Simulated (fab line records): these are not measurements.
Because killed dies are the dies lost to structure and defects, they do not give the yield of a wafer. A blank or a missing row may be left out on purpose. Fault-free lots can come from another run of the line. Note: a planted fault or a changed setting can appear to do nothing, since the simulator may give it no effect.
fab line records	flow n5_finfet
record lots=14	wafers=42	last_day=17
route steps=1938 shown BEOL_M2@916 BEOL_M3@931 BEOL_M4@1111
lots that met no fault: from a run of the same line without faults
start_h: hours from the record's first day to the start of the lot's first wafer shown	wait_h: how many hours have passed since the lot's step before this one	" unchanged from the row above	L1.1+2: several wafers, shown together as one row	- no value present, or no start provided	* or withheld: withheld	< > ~ a bound
route shown NAME@n: NAME is a module with steps in the file, n the number in the route of the first one	usual: the fault-free wafers' mean and standard deviation	same: alike in all rows	chamber/n: place in a boat	sites: each site's reading	_std_site: the standard deviation of these	_edge_site: mean of outer sites minus mean of inner sites	radius_mm: for every site, how far away it sits from the centre of the wafer	mask NAME#n: copy n	behind: the tool/chamber that last shaped the wafer	hold: why the lot went on hold/how many hours it stayed there/how the hold came to an end	device: the n, p or np transistor that did not switch	end of line: the same wafers' tests at the end of the route	a step given without rows: its recipe and nothing more	killed: not the wafer's yield, but the dies lost to structure and defects at the first sort	map: per-die view of a wafer (x killed, . not killed, _ where there is no die)
set.NAME: setting as actually run; set.NAME@STEP: the setting as run at that earlier step	model.NAME: the simulator's own value behind a step, which no gauge read
one table for each step of the route and one row for each wafer, over a sample of lots
services: the hour from which a tool's chamber was out of use, counted from the record's first day as start_h (under 0 if before that day), plus the number of hours and why
## steps
# step N5_BEOL_M2_SPUTTER_92
# recipe material=Cu	target_thk_a=45	temp_c=-20	chamber_pressure_pa=0.07	power_w=withheld	time_s=8.29
# usual chamber_pressure_pa=0.06999/0.00014	throttle_valve_pct=30.3/0.73
lot.wafer	tool	chamber	start_h	wait_h	chamber_pressure_pa	throttle_valve_pct
L375.3	pvd_sputter-01	-	158.05	0.1	0.06986	31.2
L375.4	"	-	"	"	0.07013	29.8
L375.5	"	-	"	"	0.06977	29.8
L374.3	pvd_sputter-02	-	158.29	0.1	0.06979	30.6
L374.5	"	-	"	"	0.06999	30.7
L374.6	"	-	"	"	0.06972	30.6
L377.1	pvd_sputter-01	-	164.66	0.1	0.07015	29.7
L377.3	"	-	"	"	0.06984	29.7
L377.5	"	-	"	"	0.06991	30.8
L378.4	pvd_sputter-01	-	166.60	0.1	0.07007	29.5
L378.5	"	-	"	"	0.06986	29.3
L378.6	"	-	"	"	0.07014	29.8
L380.2	pvd_sputter-01	-	186.24	0.1	0.07024	30.8
L380.3	"	-	"	"	0.06993	29.6
L380.5	"	-	"	"	0.06996	29.7
L381.1	pvd_sputter-01	-	188.58	0.1	0.07009	30.4
L381.3	"	-	"	"	0.07021	29.3
L381.6	"	-	"	"	0.06989	30.7
L382.1	pvd_sputter-01	-	205.49	0.1	0.07014	29.4
L382.4	"	-	"	"	0.07011	30.9
L382.6	"	-	"	"	0.07001	31.0
L383.1	pvd_sputter-02	-	208.67	0.1	0.07006	30.6
L383.3	"	-	"	"	0.07008	29.0
L383.4	"	-	"	"	0.07013	30.0
L384.2	pvd_sputter-02	-	215.31	0.1	0.06994	29.6
L384.5	"	-	"	"	0.07015	30.4
L384.6	"	-	"	"	0.06983	29.1
L388.4	pvd_sputter-02	-	229.81	0.1	0.06955	29.6
L388.5	"	-	"	"	0.07017	29.1
L388.6	"	-	"	"	0.06994	31.1
L394.1	pvd_sputter-02	-	270.92	0.1	0.06992	30.5
L394.2	"	-	"	"	0.06995	29.8
L394.6	"	-	"	"	0.07002	30.8
L395.2	pvd_sputter-01	-	271.04	0.1	0.07021	29.8
L395.3	"	-	"	"	0.07022	30.6
L395.5	"	-	"	"	0.07003	29.7
L396.2	pvd_sputter-02	-	277.32	0.1	0.06986	30.7
L396.5	"	-	"	"	0.06985	31.0
L396.6	"	-	"	"	0.07005	29.7
L397.4	pvd_sputter-02	-	281.77	0.1	0.07021	31.4
L397.5	"	-	"	"	0.06994	29.0
L397.6	"	-	"	"	0.0699	31.0
# step N5_BEOL_M2_ANNEAL_93
# recipe temp_c=400	time_s=240	ambient=vacuum
# usual heater_power_w=850/97
lot.wafer	tool	chamber	start_h	wait_h	heater_power_w
L375.3	pvd_sputter-01	-	158.13	0.0	895
L375.4	"	-	"	"	872
L375.5	"	-	"	"	737
L374.3	pvd_sputter-02	-	158.37	0.0	859
L374.5	"	-	"	"	946
L374.6	"	-	"	"	816
L377.1	pvd_sputter-01	-	164.74	0.0	888
L377.3	"	-	"	"	736
L377.5	"	-	"	"	897
L378.4	pvd_sputter-01	-	166.68	0.0	891
L378.5	"	-	"	"	890
L378.6	"	-	"	"	723
L380.2	pvd_sputter-01	-	186.32	0.0	857
L380.3	"	-	"	"	882
L380.5	"	-	"	"	721
L381.1	pvd_sputter-01	-	188.66	0.0	757
L381.3	"	-	"	"	900
L381.6	"	-	"	"	878
L382.1	pvd_sputter-01	-	205.57	0.0	884
L382.4	"	-	"	"	863
L382.6	"	-	"	"	865
L383.1	pvd_sputter-02	-	208.75	0.0	844
L383.3	"	-	"	"	941
L383.4	"	-	"	"	771
L384.2	pvd_sputter-02	-	215.39	0.0	754
L384.5	"	-	"	"	848
L384.6	"	-	"	"	942
L388.4	pvd_sputter-02	-	229.89	0.0	751
L388.5	"	-	"	"	950
L388.6	"	-	"	"	976
L394.1	pvd_sputter-02	-	271.00	0.0	842
L394.2	"	-	"	"	735
L394.6	"	-	"	"	984
L395.2	pvd_sputter-01	-	271.12	0.0	882
L395.3	"	-	"	"	883
L395.5	"	-	"	"	719
L396.2	pvd_sputter-02	-	277.41	0.0	838
L396.5	"	-	"	"	957
L396.6	"	-	"	"	736
L397.4	pvd_sputter-02	-	281.86	0.0	972
L397.5	"	-	"	"	935
L397.6	"	-	"	"	976
# step N5_BEOL_M2_RS_MEAS_58
# recipe thk_meas_gauge=four-point-probe	reads=Co_of_BEOL_M2_CO_CAP_55+Cu_of_BEOL_M2_ECD_50+Co_of_BEOL_M2_CVD_47+TaN_of_BEOL_M2_ALD_84
# usual M2_RS=0.678/0.025
lot.wafer	tool	chamber	start_h	wait_h	M2_RS[ohm/sq]
L375.3	film_metro-01	-	159.54	0.1	0.689
L375.4	"	-	"	"	0.666
L375.5	"	-	"	"	0.689
L374.3	film_metro-02	-	159.92	0.1	0.653
L374.5	"	-	"	"	0.696
L374.6	"	-	"	"	0.650
L377.1	film_metro-02	-	166.15	0.0	0.627
L377.3	"	-	"	"	0.673
L377.5	"	-	"	"	0.645
L378.4	film_metro-02	-	168.09	0.0	0.664
L378.5	"	-	"	"	0.662
L378.6	"	-	"	"	0.681
L380.2	film_metro-01	-	187.74	0.1	0.659
L380.3	"	-	"	"	0.642
L380.5	"	-	"	"	0.689
L381.1	film_metro-01	-	190.06	0.0	0.673
L381.3	"	-	"	"	0.636
L381.6	"	-	"	"	0.648
L382.1	film_metro-02	-	207.20	0.0	0.717
L382.4	"	-	"	"	0.697
L382.6	"	-	"	"	0.705
L383.1	film_metro-01	-	210.16	0.0	0.644
L383.3	"	-	"	"	0.659
L383.4	"	-	"	"	0.635
L384.2	film_metro-02	-	216.92	0.1	0.669
L384.5	"	-	"	"	0.698
L384.6	"	-	"	"	0.717
L388.4	film_metro-02	-	232.12	0.0	0.666
L388.5	"	-	"	"	0.709
L388.6	"	-	"	"	0.720
L394.1	film_metro-02	-	272.41	0.0	0.666
L394.2	"	-	"	"	0.709
L394.6	"	-	"	"	0.643
L395.2	film_metro-01	-	272.53	0.1	0.652
L395.3	"	-	"	"	0.694
L395.5	"	-	"	"	0.671
L396.2	film_metro-02	-	278.90	0.1	0.634
L396.5	"	-	"	"	0.674
L396.6	"	-	"	"	0.658
L397.4	film_metro-01	-	283.41	0.0	0.729
L397.5	"	-	"	"	0.724
L397.6	"	-	"	"	0.657
# step N5_BEOL_M3_ILD_DEP_00
# recipe material=SiOC	target_thk_a=790	temp_c=350	precursor=DEMS/O2	pressure_torr=5	rf_w=500	time_s=15.3
# usual heater_power_outer_w=277/35	heater_power_w=504/59	showerhead_plenum_p_Torr=5.695/0.024	throttle_valve_pct=12.0/0.62
lot.wafer	tool	chamber	start_h	wait_h	heater_power_outer_w	heater_power_w	showerhead_plenum_p_Torr	throttle_valve_pct
L375.3	pecvd-01	2	159.60	0.0	274	497	5.655	11.3
L375.4	"	1	"	"	348	568	5.720	12.6
L375.5	"	2	"	"	273	506	5.655	11.4
L374.3	pecvd-01	1	159.98	0.0	328	563	5.729	12.7
L374.5	"	2	"	"	268	499	5.664	11.3
L374.6	"	1	"	"	332	566	5.730	12.6
L377.1	pecvd-03	1	166.21	0.0	255	454	5.669	11.2
L377.3	"	0	"	"	284	583	5.715	12.3
L377.5	"	0	"	"	291	582	5.718	12.4
L378.4	pecvd-04	2	168.16	0.1	260	486	5.706	12.0
L378.5	"	1	"	"	323	583	5.697	12.9
L378.6	"	0	"	"	257	439	5.696	11.6
L380.2	pecvd-04	1	187.81	0.0	321	580	5.688	12.8
L380.3	"	2	"	"	227	439	5.724	12.3
L380.5	"	0	"	"	240	407	5.703	12.0
L381.1	pecvd-01	2	190.13	0.0	276	510	5.669	11.2
L381.3	"	1	"	"	332	564	5.728	12.5
L381.6	"	0	"	"	214	432	5.657	12.2
L382.1	pecvd-01	2	207.26	0.0	253	468	5.647	11.3
L382.4	"	1	"	"	361	587	5.708	12.3
L382.6	"	0	"	"	275	491	5.667	12.2
L383.1	pecvd-04	0	210.22	0.0	217	379	5.699	11.8
L383.3	"	1	"	"	278	525	5.713	13.0
L383.4	"	0	"	"	226	376	5.692	11.7
L384.2	pecvd-03	0	216.98	0.0	321	610	5.716	12.2
L384.5	"	2	"	"	263	477	5.690	10.9
L384.6	"	0	"	"	326	611	5.740	12.5
L388.4	pecvd-04	1	232.19	0.1	351	612	5.693	12.9
L388.5	"	0	"	"	249	425	5.684	12.0
L388.6	"	2	"	"	238	456	5.714	11.2
L394.1	pecvd-04	2	272.47	0.0	320	558	5.717	11.0
L394.2	"	0	"	"	244	420	5.708	11.6
L394.6	"	0	"	"	251	426	5.699	11.6
L395.2	pecvd-03	2	272.59	0.0	290	553	5.699	11.1
L395.3	"	0	"	"	299	588	5.723	12.5
L395.5	"	0	"	"	308	582	5.716	12.7
L396.2	pecvd-03	1	278.96	0.0	224	412	5.681	11.1
L396.5	"	1	"	"	226	430	5.675	11.3
L396.6	"	0	"	"	283	557	5.718	12.5
L397.4	pecvd-01	2	283.49	0.1	255	475	5.669	11.3
L397.5	"	0	"	"	276	510	5.657	12.5
L397.6	"	1	"	"	342	568	5.728	12.6
# step N5_BEOL_M3_THK_MEAS_01
# recipe reads=SiOC_of_BEOL_M3_ILD_DEP_00
# usual M3_ILD_THK=79.0/1
lot.wafer	tool	chamber	start_h	wait_h	M3_ILD_THK[nm]
L375.3	film_metro-02	-	159.67	0.1	79.7
L375.4	"	-	"	"	80.6
L375.5	"	-	"	"	81.2
L374.3	film_metro-02	-	160.05	0.1	77.8
L374.5	"	-	"	"	80.0
L374.6	"	-	"	"	80.1
L377.1	film_metro-01	-	166.28	0.0	78.7
L377.3	"	-	"	"	78.1
L377.5	"	-	"	"	79.1
L378.4	film_metro-01	-	168.22	0.0	79.2
L378.5	"	-	"	"	79.5
L378.6	"	-	"	"	78.2
L380.2	film_metro-01	-	187.88	0.1	78.6
L380.3	"	-	"	"	77.6
L380.5	"	-	"	"	79.7
L381.1	film_metro-01	-	190.19	0.0	79.2
L381.3	"	-	"	"	78.1
L381.6	"	-	"	"	79.8
L382.1	film_metro-02	-	207.33	0.0	78.1
L382.4	"	-	"	"	79.4
L382.6	"	-	"	"	78.3
L383.1	film_metro-01	-	210.30	0.1	78.7
L383.3	"	-	"	"	79.5
L383.4	"	-	"	"	79.9
L384.2	film_metro-02	-	217.05	0.1	77.7
L384.5	"	-	"	"	80.3
L384.6	"	-	"	"	80.6
L388.4	film_metro-01	-	232.25	0.0	80.6
L388.5	"	-	"	"	79.4
L388.6	"	-	"	"	42.9
L394.1	film_metro-01	-	272.54	0.0	40.4
L394.2	"	-	"	"	77.8
L394.6	"	-	"	"	41.8
L395.2	film_metro-01	-	272.66	0.1	79.3
L395.3	"	-	"	"	78.6
L395.5	"	-	"	"	81.1
L396.2	film_metro-01	-	279.04	0.1	79.6
L396.5	"	-	"	"	80.0
L396.6	"	-	"	"	79.2
L397.4	film_metro-02	-	283.54	0.0	78.5
L397.5	"	-	"	"	79.0
L397.6	"	-	"	"	79.0
# step N5_BEOL_M4_RC_MEAS_101
# usual DIBL_N=36.3/1.4	DIBL_P=35.7/1.5	IOFF_N=0.155/0.022	IOFF_P=0.204/0.027	ION_N=671/9	ION_P=459/6.2	SS_N=71.5/0.54	SS_P=73.1/0.56	VT_N=250.2/2.6	VT_P=-251/3.3
lot.wafer	tool	chamber	start_h	wait_h	DIBL_N[mV/V]	DIBL_P[mV/V]	IOFF_N[nA/um]	IOFF_P[nA/um]	ION_N[uA/um]	ION_P[uA/um]	SS_N[mV/dec]	SS_P[mV/dec]	VT_N[mV]	VT_P[mV]
L375.3	prober-02	0	183.83	0.3	37.2	36.6	0.163	0.231	675	466	71.6	73.9	247.0	-247
L375.4	"	0	"	"	35.4	34.2	0.129	0.187	664	461	70.4	73.0	253.1	-248
L375.5	"	0	"	"	34.5	32.8	0.117	0.180	659	458	70.5	72.1	252.6	-250
L374.3	prober-01	0	185.35	0.3	35.6	34.2	0.157	0.207	673	457	71.9	72.7	246.0	-248
L374.5	"	0	"	"	34.3	33.4	0.136	0.192	661	461	71.4	72.6	249.0	-249
L374.6	"	0	"	"	35.9	34.4	0.157	0.203	664	457	71.1	72.8	248.9	-250
L377.1	prober-02	0	189.13	0.0	35.0	34.9	0.137	0.171	663	453	70.7	72.3	250.8	-255
L377.3	"	0	"	"	36.4	36.8	0.176	0.195	682	464	71.5	73.4	245.6	-254
L377.5	"	0	"	"	38.2	38.8	0.212	0.222	686	456	71.1	73.6	243.2	-252
L378.4	prober-02	0	191.64	0.5	36.2	35.2	0.150	0.229	666	468	71.1	73.1	252.7	-247
L378.5	"	0	"	"	34.4	33.4	0.129	0.214	670	471	70.6	72.0	251.9	-250
L378.6	"	0	"	"	36.4	34.8	0.161	0.235	667	461	70.9	73.4	248.3	-247
L380.2	prober-01	0	209.97	0.2	39.1	38.6	0.197	0.257	682	466	72.3	73.6	247.3	-245
L380.3	"	0	"	"	38.6	37.1	0.182	0.242	665	454	71.6	74.0	248.6	-246
L380.5	"	0	"	"	38.9	37.1	0.195	0.238	678	458	73.4	73.4	250.4	-249
L381.1	prober-01	0	212.61	0.0	35.3	35.5	0.133	0.177	677	462	70.9	72.4	253.2	-255
L381.3	"	0	"	"	36.1	35.9	0.149	0.185	661	451	71.3	73.4	251.9	-255
L381.6	"	0	"	"	36.7	35.6	0.151	0.174	668	447	71.6	72.5	252.9	-258
L382.1	prober-02	0	226.85	0.0	36.4	36.7	0.169	0.245	676	467	71.6	73.9	246.8	-246
L382.4	"	0	"	"	34.9	36.1	0.154	0.230	679	466	71.5	73.3	247.3	-245
L382.6	"	0	"	"	34.9	34.9	0.147	0.223	675	468	71.6	72.8	252.1	-246
L383.1	prober-01	0	232.23	0.0	34.8	33.3	0.128	0.189	669	468	72.3	73.1	252.8	-247
L383.3	"	0	"	"	36.0	35.0	0.153	0.218	679	465	71.9	72.9	248.1	-248
L383.4	"	0	"	"	36.4	35.6	0.152	0.225	662	464	71.5	72.9	250.0	-247
L384.2	prober-01	0	238.25	0.2	37.1	37.5	0.163	0.199	676	461	72.0	73.3	248.6	-251
L384.5	"	0	"	"	36.2	36.3	0.154	0.191	679	459	71.6	73.1	250.6	-253
L384.6	"	0	"	"	36.8	37.2	0.159	0.209	664	455	71.5	73.6	250.3	-253
L388.4	prober-01	0	253.56	0.5	36.8	34.0	0.151	0.169	666	454	71.4	72.9	248.8	-257
L388.5	"	0	"	"	36.0	33.6	0.138	0.161	667	451	71.5	72.5	253.7	-254
L394.2	prober-01	0	293.80	0.2	34.7	33.2	0.120	0.159	655	450	72.0	72.7	253.5	-254
L395.2	prober-02	0	294.24	0.2	37.1	36.6	0.183	0.232	679	465	71.5	72.9	246.5	-248
L395.3	"	0	"	"	36.2	35.7	0.157	0.210	667	458	71.2	72.2	250.3	-249
L395.5	"	0	"	"	37.1	37.5	0.176	0.248	677	468	71.0	73.3	246.7	-245
L396.2	prober-01	0	302.79	0.2	33.6	33.7	0.105	0.161	653	456	71.3	72.2	254.8	-251
L396.5	"	0	"	"	36.1	36.6	0.139	0.207	663	461	71.6	73.2	251.6	-251
L396.6	"	0	"	"	33.8	33.5	0.106	0.159	644	452	70.9	72.9	255.0	-254
L397.4	prober-01	0	307.64	0.5	35.3	34.7	0.137	0.179	669	460	71.7	72.8	250.5	-255
L397.5	"	0	"	"	37.3	35.9	0.166	0.192	671	452	71.9	72.1	249.3	-252
L397.6	"	0	"	"	35.1	34.5	0.135	0.178	668	457	71.5	72.3	253.9	-253
## services
tool	chamber	start_h	hours	kind
pecvd-04	-	143.93	0.3	repair
pecvd-04	2	148.56	7.2	repair
pecvd-03	0	176.21	9.7	repair
pecvd-04	2	202.38	-	clean
pecvd-04	2	202.38	-	consumable_replace:showerhead
pecvd-04	2	202.38	29.0	scheduled_down
pecvd-04	2	202.38	29.0	vent_cycle
pecvd-03	1	232.91	4.1	repair
pecvd-04	1	243.10	2.1	scheduled_down
pecvd-01	0	275.00	5.5	scheduled_down
## key
first_sign step=N5_BEOL_M3_THK_MEAS_01	reading=M3_ILD_THK	direction=down	sigmas=36	usual=79.0	struck=41.7
effect none on later readings
met_at N5_BEOL_M3_ILD_DEP_00
struck_lots L388,L394
struck_wafers L388.6,L394.1,L394.6
later_rows_left_out L388.6,L394.1,L394.6
sort_left_out L388.6,L394.1,L394.6
not_acting_at N5_BEOL_M2_SPUTTER_92,N5_BEOL_M2_ANNEAL_93,N5_BEOL_M2_RS_MEAS_58
onset_between 210.22 232.19
fault kind=process_parameter_drift	tool=pecvd-04	chamber=-	onset_h=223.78	steps=N5_BEOL_M3_ILD_DEP_00	channel=time_s	offset=*	shape=step	end_h=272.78	scope=struck_wafers_only	acts_in=*	stated=*
# sort_left_out: the simulated sort isn't trusted on such a fault, so these wafers' sort isn't shown, and their yield isn't known
# later_rows_left_out: the simulator's readings of these wafers behind a module that went badly wrong aren't trusted and aren't shown, but for the sort
